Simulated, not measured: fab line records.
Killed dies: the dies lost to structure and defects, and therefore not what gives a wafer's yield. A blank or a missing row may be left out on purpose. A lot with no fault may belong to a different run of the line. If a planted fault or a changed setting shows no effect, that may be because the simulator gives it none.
fab line records	flow n5Finfet
record: lots: 15	wafers: 43	lastDay: 18
route steps=1938 shown BEOL_M0_SAQP@650 BEOL_M4@1111
lots that met no fault: from a run of the same line without faults
startH: start of the lot's first displayed wafer, in hours after the record's first day	waitH: time in hours since the lot's previous step	" repeats the value in the row above	L1.1+2: a single row standing in for several wafers	- no value present, or no start provided	* or withheld: withheld	< > ~ a bound
route shown NAME@n: names a module that has steps shown in the file, with the first one's number in the route	usual: the fault-free wafers' mean and standard deviation	same: alike in all rows	chamber/n: place in a boat	sites: readings site by site	_std_site: their standard deviation	_edge_site: mean of outer sites minus mean of inner sites	radiusMm: for every site, how far away it sits from the centre of the wafer	mask NAME#n: copy n	behind: the most recent tool/chamber to have shaped the wafer	hold: cause of the lot's hold/its duration in hours/its outcome	device: names the non-switching transistor (n, p or np)	end of line: tests run on the same wafers once the route is complete	a step given without rows: its recipe and nothing more	killed: dies lost to structure and defects at the first sort, not the wafer's yield	map: per-die view of a wafer (x killed, . not killed, _ where there is no die)
set.NAME: the setting that was run; set.NAME@STEP: the one run at that earlier step	model.NAME: the simulator's own value behind a step, which no gauge read
the route's steps for a sample of lots (tables are steps, rows are wafers)
services: when a tool's chamber went out of use (startH, in hours from the record's first day, below 0 if earlier), for how many hours, and the reason
== steps ==
step: N5_BEOL_M0_SAQP_OVL_MEAS_15
recipe: pointsPerWafer: 44
usual: M0_CORE_OVL: 0.0/0.76
lot.wafer	tool	chamber	startH	waitH	M0_CORE_OVL[nm]
L600.1	overlay-01	0	129.02	0.0	-0.8
L600.3	"	0	"	"	0.4
L600.6	"	0	"	"	0.9
L602.2	overlay-01	0	132.27	0.0	-0.7
L602.3	"	0	"	"	-0.7
L602.5	"	0	"	"	-0.7
L601.2	overlay-02	0	135.68	0.0	0.2
L601.6	"	0	"	"	0.5
L603.1	overlay-02	0	140.57	0.0	0.3
L603.5	"	0	"	"	0.3
L603.6	"	0	"	"	0.2
L605.1	overlay-02	0	148.65	0.0	0.8
L605.2	"	0	"	"	0.3
L605.4	"	0	"	"	-0.4
L610.1	overlay-02	0	186.10	0.0	-0.9
L610.3	"	0	"	"	-1.0
L610.6	"	0	"	"	-0.3
L611.2	overlay-01	0	187.29	0.0	-0.4
L611.5	"	0	"	"	-0.6
L611.6	"	0	"	"	-0.5
L612.1	overlay-01	0	193.97	0.0	-0.1
L612.4	"	0	"	"	0.3
L612.5	"	0	"	"	-0.9
L613.1	overlay-02	0	194.87	0.0	-0.8
L613.4	"	0	"	"	-1.3
L613.6	"	0	"	"	-2.1
L614.3	overlay-01	0	204.47	0.0	0.2
L614.4	"	0	"	"	-0.3
L614.6	"	0	"	"	-0.2
L615.2	overlay-01	0	208.19	0.0	0.6
L615.3	"	0	"	"	0.2
L615.5	"	0	"	"	-0.2
L616.2	overlay-02	0	217.03	0.0	0.3
L616.5	"	0	"	"	-0.7
L617.3	overlay-01	0	218.13	0.0	-1.6
L617.5	"	0	"	"	-0.2
L617.6	"	0	"	"	1.1
L619.2	overlay-02	0	235.78	0.0	0.0
L619.5	"	0	"	"	-0.1
L619.6	"	0	"	"	1.1
L621.2	overlay-01	0	246.43	0.0	0.0
L621.3	"	0	"	"	1.3
L621.6	"	0	"	"	-0.4
step: N5_BEOL_M0_SAQP_STRIP_86
recipe: chemistry: N2/H2	powerW: 500	tempC: 40	pressureMtorr: 50	rfFrequencyHz: 6e+07	overashFraction: 0.3	biasPowerW: 28	h2Frac: 0.5	n2FlowSccm: 300	h2FlowSccm: 300
usual: drypumpMotorCurrentA: 5.8/0.47	oesProductAu: 0.85/0.079	rfVppV: 122.1/1.3	showerheadPlenumPTorr: 3.35/0.095	throttleValvePct: 18.7/0.47
lot.wafer	tool	chamber	startH	waitH	drypumpMotorCurrentA	oesProductAu	rfHoursCounterH	rfVppV	showerheadPlenumPTorr	throttleValvePct
L600.1	rieDiel-01	3	129.45	0.1	6.0	0.89	30	122.1	3.41	18.8
L600.3	"	0	"	"	5.5	0.95	5	122.7	3.28	18.9
L600.6	"	2	"	"	5.3	1.01	-	119.3	3.25	18.2
L602.2	rieDiel-01	3	132.87	0.1	6.1	0.88	31	123.1	3.41	18.8
L602.3	"	0	"	"	5.5	0.96	7	123.5	3.28	19.0
L602.5	"	2	"	"	5.2	0.99	-	121.2	3.25	18.2
L601.2	rieDiel-01	0	136.67	0.2	5.5	0.95	8	122.2	3.28	18.9
L601.6	"	1	"	"	5.4	0.92	-	121.9	3.29	17.9
L603.1	rieDiel-01	2	141.62	0.2	5.3	0.97	5	122.2	3.25	18.2
L603.5	"	2	"	"	5.2	0.97	-	122.5	3.25	18.2
L603.6	"	1	"	"	5.4	0.90	-	122.4	3.29	18.0
L605.1	rieDiel-03	3	149.09	0.1	6.5	0.90	20	123.8	3.56	18.7
L605.2	"	1	"	"	6.6	0.76	145	121.8	3.34	18.6
L605.4	"	0	"	"	6.1	0.84	50	123.3	3.41	19.7
L610.1	rieDiel-01	3	186.85	0.2	6.1	0.86	51	122.1	3.40	18.8
L610.3	"	2	"	"	5.2	0.94	21	121.9	3.24	18.3
L610.6	"	2	"	"	5.3	0.93	-	120.5	3.24	18.2
L611.2	rieDiel-01	3	188.53	0.3	6.1	0.86	51	122.0	3.40	18.9
L611.5	"	0	"	"	5.5	0.89	-	123.6	3.27	19.0
L611.6	"	1	"	"	5.4	0.88	-	121.0	3.28	18.0
L612.1	rieDiel-03	0	196.90	0.2	6.1	0.83	66	120.8	3.41	19.7
L612.4	"	1	"	"	6.6	0.76	162	121.5	3.33	18.7
L612.5	"	0	"	"	6.1	0.83	-	122.1	3.41	19.7
L613.1	rieDiel-03	1	197.89	0.4	6.6	0.76	163	120.9	3.33	18.7
L613.4	"	3	"	"	6.5	0.89	37	122.3	3.55	18.7
L613.6	"	2	"	"	5.8	0.79	-	124.9	3.39	18.4
L614.3	rieDiel-03	0	204.96	0.1	6.0	0.83	69	122.3	3.41	19.8
L614.4	"	2	"	"	5.8	0.79	118	123.1	3.38	18.5
L614.6	"	0	"	"	6.1	0.82	-	123.4	3.41	19.7
L615.2	rieDiel-05	2	208.63	0.1	5.0	0.85	73	120.6	3.25	18.9
L615.3	"	2	"	"	5.0	0.85	-	122.5	3.25	18.9
L615.5	"	3	"	"	5.8	0.72	-	121.7	3.47	19.2
L616.2	rieDiel-01	2	217.62	0.1	5.3	0.91	33	123.6	3.24	18.3
L616.5	"	3	"	"	6.1	0.86	-	124.6	3.39	18.8
L617.3	rieDiel-03	3	218.56	0.1	6.6	0.90	44	123.9	3.55	18.7
L617.5	"	3	"	"	6.6	0.89	-	123.0	3.55	18.7
L617.6	"	2	"	"	5.8	0.77	-	121.5	3.38	18.5
L619.2	rieDiel-01	0	236.21	0.1	5.5	0.88	43	123.4	3.26	19.0
L619.5	"	3	"	"	6.1	0.83	-	123.6	3.39	18.9
L619.6	"	2	"	"	5.3	0.89	-	121.5	3.24	18.3
L621.2	rieDiel-03	0	246.86	0.1	6.0	0.79	81	122.9	3.40	19.7
L621.3	"	3	"	"	6.5	0.85	51	123.3	3.54	18.8
L621.6	"	1	"	"	6.6	0.75	-	121.6	3.32	18.7
step: N5_BEOL_M0_SAQP_SPACER1_ETCHBACK_99
recipe: chemistry: CHF3/O2	mode: anisotropicEtchback	target: SiO2	targetDepthA: 154	timeS: 7.7	pressureMtorr: 30	sourceW: 650	biasW: 170	Ar_flow_sccm: 200	CHF3_flow_sccm: 50	O2_flow_sccm: 5	ionEnergyEv: 200
usual: CHF3_flow_sccm: 50.01/0.14	O2_flow_sccm: 5.000/0.015	drypumpMotorCurrentA: 5.9/0.49	oesProductAu: 0.82/0.08	rfVppV: 525/18	showerheadPlenumPTorr: 2.43/0.079	throttleValvePct: 18.81/0.15
lot.wafer	tool	chamber	startH	waitH	CHF3_flow_sccm	O2_flow_sccm	drypumpMotorCurrentA	oesProductAu	rfHoursCounterH	rfVppV	showerheadPlenumPTorr	throttleValvePct
L600.1	rieDiel-01	1	131.06	0.3	50.12	5.005	5.4	0.90	14	536	2.39	18.56
L600.3	"	2	"	"	50.00	5.026	5.3	0.99	0	537	2.37	18.58
L600.6	"	1	"	"	49.95	4.997	5.4	0.90	-	535	2.39	18.56
L602.2	rieDiel-05	3	134.03	0.3	50.04	4.990	5.8	0.72	188	553	2.51	19.29
L602.3	"	1	"	"	50.09	5.006	5.9	0.66	233	526	2.47	18.75
L602.5	"	1	"	"	50.14	4.977	5.9	0.66	-	525	2.47	18.78
L601.2	rieDiel-01	1	139.63	0.4	49.98	4.992	5.4	0.88	17	536	2.39	18.56
L601.6	"	3	"	"	49.96	4.984	6.0	0.87	-	497	2.48	18.91
L603.1	rieDiel-03	1	142.84	0.3	49.74	4.991	6.6	0.78	143	538	2.39	18.84
L603.5	"	0	"	"	50.30	4.991	6.0	0.87	-	545	2.43	18.80
L603.6	"	3	"	"	50.11	4.982	6.5	0.92	-	516	2.58	18.80
L605.1	rieDiel-05	0	150.21	0.3	49.94	5.006	5.1	0.71	178	488	2.30	18.75
L605.2	"	3	"	"	50.10	5.000	5.8	0.70	193	554	2.51	19.28
L605.4	"	2	"	"	49.89	5.009	5.0	0.86	59	533	2.32	18.73
L610.1	rieDiel-03	1	188.03	0.3	-	-	-	-	-	-	-	-
L610.3	"	3	"	"	-	-	-	-	-	-	-	-
L610.6	"	3	"	"	-	-	-	-	-	-	-	-
L611.2	rieDiel-03	2	190.00	0.4	-	-	-	-	-	-	-	-
L611.5	"	0	"	"	-	-	-	-	-	-	-	-
L611.6	"	1	"	"	-	-	-	-	-	-	-	-
L612.1	rieDiel-03	1	197.93	0.3	-	-	-	-	-	-	-	-
L612.4	"	3	"	"	-	-	-	-	-	-	-	-
L612.5	"	0	"	"	-	-	-	-	-	-	-	-
L613.1	rieDiel-03	2	198.96	0.3	49.96	5.012	5.8	0.77	116	514	2.43	18.81
L613.4	"	0	"	"	49.94	4.981	6.0	0.84	67	546	2.42	18.84
L613.6	"	1	"	"	49.81	5.014	6.6	0.76	-	538	2.38	18.88
L614.3	rieDiel-03	1	206.52	0.3	50.07	4.990	6.6	0.76	165	538	2.38	18.87
L614.4	"	0	"	"	50.02	4.991	6.0	0.84	70	547	2.42	18.84
L614.6	"	2	"	"	50.04	4.983	5.8	0.76	-	511	2.43	18.81
L615.2	rieDiel-01	1	210.32	0.3	50.10	5.009	5.4	0.84	44	536	2.38	18.60
L615.3	"	0	"	"	50.01	4.993	5.5	0.89	36	531	2.37	18.78
L615.5	"	3	"	"	50.11	5.016	6.0	0.85	-	497	2.47	18.96
L616.2	rieDiel-01	3	218.93	0.3	49.95	4.979	6.0	0.84	64	498	2.47	18.95
L616.5	"	0	"	"	50.20	5.024	5.5	0.90	-	532	2.37	18.77
L617.3	rieDiel-03	3	219.56	0.3	50.08	4.980	6.5	0.87	44	514	2.57	18.85
L617.5	"	3	"	"	49.95	4.989	6.5	0.87	-	514	2.57	18.86
L617.6	"	2	"	"	49.98	5.009	5.8	0.77	-	513	2.43	18.80
L619.2	rieDiel-03	1	237.55	0.4	50.02	5.004	6.6	0.75	175	539	2.38	18.90
L619.5	"	2	"	"	49.95	5.022	5.8	0.75	-	514	2.42	18.83
L619.6	"	3	"	"	50.18	5.000	6.5	0.86	-	516	2.57	18.85
L621.2	rieDiel-05	2	248.12	0.3	50.01	4.979	5.0	0.83	87	532	2.31	18.78
L621.3	"	3	"	"	49.86	5.017	5.8	0.70	216	552	2.50	19.31
L621.6	"	3	"	"	50.12	5.045	5.8	0.70	-	553	2.50	19.32
step: N5_BEOL_M0_SAQP_MANDREL1_REMOVE_100
recipe: chemistry: HBr/Cl2/O2	btTimeS: 10	target: a-Si	stopOn: SiNx	endpoint: OES-SiCl	overEtchFrac: 0.85	icpW: 600	biasW: 30	HBr_flow_sccm: 150	Cl2_flow_sccm: 80	O2_flow_sccm: 5	pressureMtorr: 10
usual: O2_flow_sccm: 4.998/0.016	drypumpMotorCurrentA: 5.9/0.39	oesProductAu: 0.996/0.02	throttleValvePct: 36.6/0.38
lot.wafer	tool	chamber	startH	waitH	O2_flow_sccm	drypumpMotorCurrentA	oesProductAu	rfHoursCounterH	throttleValvePct
L600.1	rieSi-05	1	131.15	0.1	4.996	6.1	1.000	118	36.6
L600.3	"	0	"	"	5.006	5.2	1.000	3	36.7
L600.6	"	0	"	"	4.999	5.3	0.993	-	36.7
L602.2	rieSi-04	2	134.12	0.1	4.978	5.9	0.975	142	36.3
L602.3	"	1	"	"	4.994	5.9	1.014	99	36.3
L602.5	"	1	"	"	5.018	5.9	1.008	-	36.3
L601.2	rieSi-04	2	139.71	0.1	5.011	5.9	0.974	142	36.3
L601.6	"	3	"	"	4.998	5.7	1.015	-	36.4
L603.1	rieSi-06	3	142.93	0.1	4.984	6.3	0.989	126	36.4
L603.5	"	0	"	"	4.988	5.3	1.034	-	36.7
L603.6	"	3	"	"	4.985	6.3	0.988	-	36.4
L605.1	rieSi-04	0	150.30	0.1	5.015	5.6	0.985	42	37.0
L605.2	"	1	"	"	4.984	5.9	0.997	100	36.3
L605.4	"	2	"	"	4.980	5.9	0.976	142	36.3
L610.1	rieSi-05	0	188.12	0.1	4.991	5.2	0.369	5	36.7
L610.3	"	3	"	"	5.007	5.8	0.358	159	37.4
L610.6	"	2	"	"	4.988	6.4	0.372	-	36.7
L611.2	rieSi-05	2	190.08	0.1	5.007	6.4	0.366	93	36.7
L611.5	"	0	"	"	5.010	5.3	0.371	-	36.7
L611.6	"	3	"	"	4.990	5.8	0.372	-	37.4
L612.1	rieSi-04	0	198.02	0.1	4.971	5.6	0.369	43	37.0
L612.4	"	3	"	"	5.013	5.7	0.378	30	36.4
L612.5	"	1	"	"	5.002	5.9	0.383	-	36.3
L613.1	rieSi-05	0	199.05	0.1	4.994	5.3	1.001	5	36.7
L613.4	"	3	"	"	4.967	5.8	0.955	159	37.4
L613.6	"	3	"	"	4.977	5.8	0.960	-	37.4
L614.3	rieSi-06	2	206.60	0.1	4.982	6.1	0.976	12	35.8
L614.4	"	3	"	"	4.979	6.3	0.957	127	36.4
L614.6	"	3	"	"	4.957	6.3	0.974	-	36.4
L615.2	rieSi-05	3	210.41	0.1	4.976	5.9	0.952	159	37.4
L615.3	"	0	"	"	4.979	5.3	1.010	5	36.7
L615.5	"	2	"	"	4.973	6.4	0.997	-	36.7
L616.2	rieSi-04	1	219.01	0.1	5.011	5.9	0.998	101	36.3
L616.5	"	0	"	"	5.010	5.5	0.981	-	37.0
L617.3	rieSi-06	2	219.64	0.1	5.028	6.1	0.988	13	35.8
L617.5	"	0	"	"	5.005	5.2	1.035	-	36.8
L617.6	"	1	"	"	5.016	6.2	1.016	-	36.3
L619.2	rieSi-05	2	237.64	0.1	5.006	6.4	1.002	93	36.7
L619.5	"	0	"	"	4.979	5.2	0.997	-	36.8
L619.6	"	2	"	"	5.011	6.4	0.996	-	36.7
L621.2	rieSi-06	1	248.21	0.1	4.998	6.1	1.012	1	36.3
L621.3	"	3	"	"	4.986	6.3	0.984	128	36.4
L621.6	"	0	"	"	5.011	5.2	1.024	-	36.8
step: N5_BEOL_M0_SAQP_CD_MEAS_25
recipe: targetCdNm: 13.1	landingEnergyEv: 1000	detector: seInlens
usual: cdNm: 12.77/0.23
lot.wafer	tool	chamber	startH	waitH	cdNm
L600.1	cdSem-03	0	131.27	0.1	12.70
L600.3	"	0	"	"	12.73
L600.6	"	0	"	"	12.82
L602.2	cdSem-01	0	134.23	0.1	12.92
L602.3	"	0	"	"	12.52
L602.5	"	0	"	"	12.97
L601.2	cdSem-01	0	139.83	0.1	12.59
L601.6	"	0	"	"	13.05
L603.1	cdSem-03	0	143.04	0.1	12.62
L603.5	"	0	"	"	12.56
L603.6	"	0	"	"	12.69
L605.1	cdSem-02	0	150.41	0.1	12.32
L605.2	"	0	"	"	12.75
L605.4	"	0	"	"	12.90
L610.1	cdSem-02	0	188.23	0.1	-
L610.3	"	0	"	"	-
L610.6	"	0	"	"	-
L611.2	cdSem-02	0	190.19	0.1	-
L611.5	"	0	"	"	-
L611.6	"	0	"	"	-
L612.1	cdSem-02	0	198.13	0.1	-
L612.4	"	0	"	"	-
L612.5	"	0	"	"	-
L613.1	cdSem-02	0	199.16	0.1	12.98
L613.4	"	0	"	"	12.85
L613.6	"	0	"	"	12.72
L614.3	cdSem-02	0	206.71	0.1	12.34
L614.4	"	0	"	"	13.21
L614.6	"	0	"	"	12.75
L615.2	cdSem-01	0	210.53	0.1	13.16
L615.3	"	0	"	"	12.60
L615.5	"	0	"	"	12.62
L616.2	cdSem-01	0	219.12	0.1	12.87
L616.5	"	0	"	"	12.59
L617.3	cdSem-03	0	219.76	0.1	12.72
L617.5	"	0	"	"	13.23
L617.6	"	0	"	"	12.72
L619.2	cdSem-03	0	237.75	0.1	12.83
L619.5	"	0	"	"	12.64
L619.6	"	0	"	"	12.86
L621.2	cdSem-03	0	248.32	0.1	13.07
L621.3	"	0	"	"	12.91
L621.6	"	0	"	"	12.68
step: N5_BEOL_M0_SAQP_ETCH_101
recipe: chemistry: CH3F/O2	target: SiNx	maskMaterial: SiO2	targetDepthA: 299	timeS: 42.7	pressureMtorr: 30	sourceW: 395	biasW: 73	Ar_flow_sccm: 150	CH3F_flow_sccm: 30	O2_flow_sccm: 20	ionEnergyEv: 120
usual: O2_flow_sccm: 19.99/0.065	drypumpMotorCurrentA: 5.7/0.5	oesProductAu: 0.82/0.091	rfVppV: 299/11	showerheadPlenumPTorr: 2.00/0.069	throttleValvePct: 16.28/0.21
lot.wafer	tool	chamber	startH	waitH	O2_flow_sccm	drypumpMotorCurrentA	oesProductAu	rfHoursCounterH	rfVppV	showerheadPlenumPTorr	throttleValvePct
L600.1	rieDiel-03	3	131.30	0.0	19.98	6.5	0.93	15	292	2.15	16.16
L600.3	"	0	"	"	19.97	6.0	0.87	45	309	2.01	16.22
L600.6	"	2	"	"	19.92	5.8	0.79	-	293	2.03	16.24
L602.2	rieDiel-05	2	134.27	0.0	20.11	5.0	0.86	55	302	1.93	16.21
L602.3	"	0	"	"	20.17	5.1	0.72	173	276	1.91	16.25
L602.5	"	3	"	"	20.05	5.8	0.71	-	313	2.09	16.74
L601.2	rieDiel-01	1	140.07	0.2	20.02	5.4	0.90	18	303	1.98	15.98
L601.6	"	2	"	"	20.01	5.2	0.97	-	305	1.96	16.02
L603.1	rieDiel-01	2	143.12	0.1	19.98	5.2	0.96	6	304	1.96	16.03
L603.5	"	1	"	"	19.96	5.4	0.89	-	302	1.98	15.99
L603.6	"	2	"	"	20.03	5.2	0.96	-	307	1.96	16.01
L605.1	rieDiel-05	0	150.67	0.3	20.00	5.1	0.70	178	277	1.91	16.27
L605.2	"	3	"	"	20.01	5.8	0.71	193	313	2.08	16.74
L605.4	"	1	"	"	19.98	5.9	0.65	238	298	2.06	16.33
L610.1	rieDiel-03	0	188.57	0.3	19.96	6.0	0.31	63	310	2.01	16.21
L610.3	"	1	"	"	20.04	6.6	0.28	159	305	1.97	16.27
L610.6	"	0	"	"	19.98	6.0	0.32	-	310	2.01	16.19
L611.2	rieDiel-03	3	190.26	0.1	19.95	6.5	0.33	33	292	2.14	16.15
L611.5	"	1	"	"	19.96	6.6	0.29	-	305	1.97	16.26
L611.6	"	0	"	"	19.96	6.0	0.31	-	310	2.01	16.21
L612.1	rieDiel-01	1	198.26	0.1	20.03	5.4	0.32	39	302	1.97	15.98
L612.4	"	0	"	"	20.03	5.5	0.32	31	301	1.97	16.08
L612.5	"	1	"	"	19.95	5.4	0.32	-	302	1.97	15.97
L613.1	rieDiel-05	0	199.36	0.2	20.04	5.2	0.70	189	278	1.90	16.29
L613.4	"	1	"	"	20.00	5.9	0.64	249	299	2.05	16.34
L613.6	"	0	"	"	20.06	5.1	0.70	-	276	1.90	16.28
L614.3	rieDiel-03	0	207.01	0.3	20.11	6.0	0.83	70	309	2.01	16.28
L614.4	"	2	"	"	20.02	5.8	0.76	119	292	2.02	16.29
L614.6	"	3	"	"	19.98	6.5	0.87	-	293	2.14	16.21
L615.2	rieDiel-05	0	210.57	0.0	19.99	5.2	0.71	189	277	1.90	16.29
L615.3	"	3	"	"	20.04	5.8	0.71	205	314	2.08	16.75
L615.5	"	3	"	"	20.09	5.8	0.71	-	314	2.08	16.77
L616.2	rieDiel-03	1	219.16	0.0	19.97	6.6	0.76	170	305	1.97	16.34
L616.5	"	0	"	"	19.87	6.0	0.83	-	310	2.01	16.29
L617.3	rieDiel-03	1	219.79	0.0	20.04	6.6	0.76	170	305	1.97	16.35
L617.5	"	3	"	"	19.93	6.5	0.87	-	291	2.14	16.21
L617.6	"	0	"	"	19.83	6.1	0.83	-	310	2.00	16.29
L619.2	rieDiel-05	2	238.05	0.3	19.96	5.0	0.83	83	300	1.92	16.24
L619.5	"	0	"	"	19.88	5.1	0.70	-	278	1.90	16.30
L619.6	"	2	"	"	20.01	5.0	0.83	-	303	1.92	16.24
L621.2	rieDiel-05	0	248.36	0.0	19.88	5.1	0.69	202	278	1.90	16.32
L621.3	"	3	"	"	20.08	5.8	0.71	217	313	2.08	16.79
L621.6	"	2	"	"	19.98	5.0	0.83	-	302	1.92	16.26
step: N5_BEOL_M0_SAQP_RECESS_104
recipe: chemistry: HF/NH3	target: SiO2	targetDepthA: 180	afsCycles: 3	tempC: 30	sublimationTempC: 180	sublimationTimeS: 60
usual: drypumpMotorCurrentA: 6.14/0.17
lot.wafer	tool	chamber	startH	waitH	drypumpMotorCurrentA
L600.1	vaporEtch-01	1	131.82	0.3	6.15
L600.3	"	1	"	"	6.16
L600.6	"	0	"	"	5.92
L602.2	vaporEtch-02	0	134.49	0.1	6.15
L602.3	"	0	"	"	6.14
L602.5	"	0	"	"	6.12
L601.2	vaporEtch-02	1	140.28	0.1	6.42
L601.6	"	1	"	"	6.42
L603.1	vaporEtch-01	0	143.34	0.1	5.93
L603.5	"	0	"	"	5.92
L603.6	"	1	"	"	6.15
L605.1	vaporEtch-02	1	150.89	0.1	6.44
L605.2	"	0	"	"	6.12
L605.4	"	0	"	"	6.14
L610.1	vaporEtch-01	1	188.79	0.1	6.16
L610.3	"	0	"	"	5.90
L610.6	"	0	"	"	5.93
L611.2	vaporEtch-01	0	190.49	0.1	5.93
L611.5	"	1	"	"	6.20
L611.6	"	0	"	"	5.91
L612.1	vaporEtch-02	1	198.48	0.1	6.42
L612.4	"	0	"	"	6.11
L612.5	"	0	"	"	6.12
L613.1	vaporEtch-01	1	199.58	0.1	6.18
L613.4	"	1	"	"	6.18
L613.6	"	1	"	"	6.15
L614.3	vaporEtch-01	0	207.35	0.2	5.90
L614.4	"	1	"	"	6.15
L614.6	"	0	"	"	5.94
L615.2	vaporEtch-02	1	210.79	0.1	6.42
L615.3	"	0	"	"	6.11
L615.5	"	0	"	"	6.12
L616.2	vaporEtch-02	0	219.38	0.1	6.12
L616.5	"	1	"	"	6.41
L617.3	vaporEtch-02	1	220.18	0.2	6.43
L617.5	"	0	"	"	6.13
L617.6	"	1	"	"	6.42
L619.2	vaporEtch-02	0	238.27	0.1	6.13
L619.5	"	1	"	"	6.42
L619.6	"	0	"	"	6.14
L621.2	vaporEtch-01	1	248.58	0.1	6.19
L621.3	"	0	"	"	5.91
L621.6	"	1	"	"	6.19
step: N5_BEOL_M4_RC_MEAS_101
usual: DIBL_N: 37.2/2.5	DIBL_P: 38/3	IOFF_N: 0.17/0.044	IOFF_P: 0.24/0.059	ION_N: 667/13	ION_P: 461/7.9	SS_N: 71.8/0.86	SS_P: 73.6/0.92	VT_N: 250/4.1	VT_P: -249/3.9
lot.wafer	tool	chamber	startH	waitH	DIBL_N[mV/V]	DIBL_P[mV/V]	IOFF_N[nA/um]	IOFF_P[nA/um]	ION_N[uA/um]	ION_P[uA/um]	SS_N[mV/dec]	SS_P[mV/dec]	VT_N[mV]	VT_P[mV]
L600.1	prober-01	0	203.19	0.0	36.7	39	0.18	0.24	673	467	71.5	73.7	248	-250
L600.3	"	0	"	"	39.3	41	0.23	0.29	680	466	72.2	74.8	244	-248
L600.6	"	0	"	"	37.2	39	0.17	0.25	668	456	72.2	74.6	247	-250
L602.2	prober-02	0	203.60	0.2	34.7	33	0.10	0.17	654	462	71.3	72.4	255	-251
L602.3	"	0	"	"	39.1	39	0.18	0.26	679	463	71.7	73.6	247	-244
L602.5	"	0	"	"	39.5	41	0.21	0.29	683	467	72.2	74.7	244	-244
L605.1	prober-02	0	207.55	0.0	37.6	37	0.18	0.23	676	461	71.5	73.5	248	-251
L605.2	"	0	"	"	36.2	36	0.15	0.22	660	458	71.5	73.6	253	-250
L605.4	"	0	"	"	38.3	38	0.20	0.26	675	473	71.7	73.7	246	-249
L601.2	prober-01	0	211.06	0.2	35.1	35	0.12	0.19	652	454	72.0	72.7	254	-250
L601.6	"	0	"	"	40.2	42	0.23	0.34	677	461	73.0	75.4	245	-245
L603.1	prober-01	0	212.72	0.0	38.4	38	0.17	0.24	684	465	71.6	74.1	251	-251
L603.5	"	0	"	"	37.4	38	0.16	0.23	667	460	72.3	73.9	254	-250
L603.6	"	0	"	"	39.7	40	0.20	0.29	682	475	72.5	74.6	248	-246
L615.2	prober-02	0	271.98	0.2	36.0	34	0.14	0.21	646	446	71.9	72.9	254	-249
L615.3	"	0	"	"	38.4	38	0.18	0.24	669	458	72.1	73.4	249	-248
L615.5	"	0	"	"	37.2	37	0.15	0.22	658	456	72.5	73.3	254	-251
L613.1	prober-01	0	273.93	0.0	41.7	45	0.29	0.38	674	471	73.4	75.3	241	-239
L613.4	"	0	"	"	39.2	43	0.22	0.36	685	482	72.5	75.1	246	-238
L613.6	"	0	"	"	40.4	43	0.24	0.36	674	470	72.9	75.4	248	-241
L614.3	prober-01	0	276.84	0.3	38.4	40	0.20	0.29	673	465	72.1	74.4	247	-248
L614.4	"	0	"	"	36.6	37	0.15	0.25	659	464	70.8	73.8	248	-248
L614.6	"	0	"	"	36.0	36	0.15	0.22	669	462	71.0	73.1	250	-252
L617.3	prober-01	0	287.87	0.3	35.6	36	0.15	0.21	666	459	71.2	72.4	251	-251
L617.5	"	0	"	"	36.4	38	0.16	0.24	681	469	71.0	72.7	251	-248
L617.6	"	0	"	"	34.8	36	0.13	0.21	660	453	71.4	72.3	254	-252
L616.2	prober-02	0	290.62	0.2	37.6	39	0.16	0.26	663	467	72.2	73.7	252	-246
L616.5	"	0	"	"	34.0	35	0.11	0.18	640	450	70.7	73.1	259	-252
L619.2	prober-02	0	308.40	0.2	33.1	34	0.11	0.16	650	452	71.2	73.1	255	-253
L619.5	"	0	"	"	39.4	41	0.19	0.26	654	452	72.3	74.4	251	-251
L619.6	"	0	"	"	39.1	41	0.20	0.26	675	460	73.1	73.7	248	-250
L621.2	prober-02	0	314.24	0.2	32.1	33	0.11	0.15	655	449	70.3	71.7	254	-254
L621.3	"	0	"	"	32.5	32	0.11	0.15	664	453	70.4	72.1	255	-256
L621.6	"	0	"	"	34.2	36	0.14	0.19	672	465	70.5	72.6	252	-251
== services ==
tool	chamber	startH	hours	kind
rieDiel-01	2	110.73	-	clean
rieDiel-01	2	110.73	-	consumableReplace:focusRing
rieDiel-01	2	110.73	18.1	scheduledDown
rieDiel-01	2	110.73	18.1	ventCycle
rieDiel-01	-	116.47	2.8	pm
rieDiel-05	0	118.41	3.1	repair
rieDiel-03	-	134.45	2.8	pm
rieDiel-05	-	139.00	2.8	pm
rieSi-06	1	149.14	-	clean
rieSi-06	1	149.14	18.9	scheduledDown
rieSi-06	1	149.14	18.9	ventCycle
rieDiel-05	3	158.44	5.2	repair
vaporEtch-02	1	165.05	5.2	repair
rieDiel-05	-	183.76	15.6	pm
rieSi-04	-	194.81	2.8	pm
rieDiel-05	0	200.72	8.9	repair
rieDiel-05	1	203.12	7.6	repair
rieDiel-05	1	211.16	-	clean
rieDiel-05	1	211.16	-	consumableReplace:focusRing
rieDiel-05	1	211.16	31.8	scheduledDown
rieDiel-05	1	211.16	31.8	ventCycle
rieDiel-05	3	215.05	2.0	repair
rieSi-05	3	237.35	43.6	repair
rieSi-04	-	244.62	0.3	repair
== key ==
firstSign: step: N5_BEOL_M0_SAQP_SPACER1_ETCHBACK_99	reading: toolRecord	direction: missing
effect: step: N5_BEOL_M0_SAQP_MANDREL1_REMOVE_100	reading: oesProductAu	direction: down	sigmas: 31	usual: 0.996	struck: 0.371
effect: step: N5_BEOL_M0_SAQP_CD_MEAS_25	reading: cdNm	direction: missing
effect: step: N5_BEOL_M0_SAQP_ETCH_101	reading: oesProductAu	direction: down	sigmas: 5.6	usual: 0.82	struck: 0.31
metAt N5_BEOL_M0_SAQP_SPACER1_ETCHBACK_99
struckLots L610,L611,L612
laterRowsLeftOut L610.1,L610.3,L610.6,L611.2,L611.5,L611.6,L612.1,L612.4,L612.5
sortLeftOut L610.1,L610.3,L610.6,L611.2,L611.5,L611.6,L612.1,L612.4,L612.5
notActingAt N5_BEOL_M0_SAQP_OVL_MEAS_15,N5_BEOL_M0_SAQP_STRIP_86,N5_BEOL_M0_SAQP_RECESS_104
onsetBetween 142.84 188.03
fault: kind: skippedStepWhole	tool: rieDiel-03	chamber: -	onsetH: 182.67	steps: N5_BEOL_M0_SAQP_SPACER1_ETCHBACK_99	scope: struckLotsOnly
sortLeftOut: the simulated sort isn't trusted on such a fault, so these wafers' sort isn't shown, and their yield isn't known
laterRowsLeftOut: the simulator's readings of these wafers behind a module that went badly wrong aren't trusted and aren't shown, but for the sort
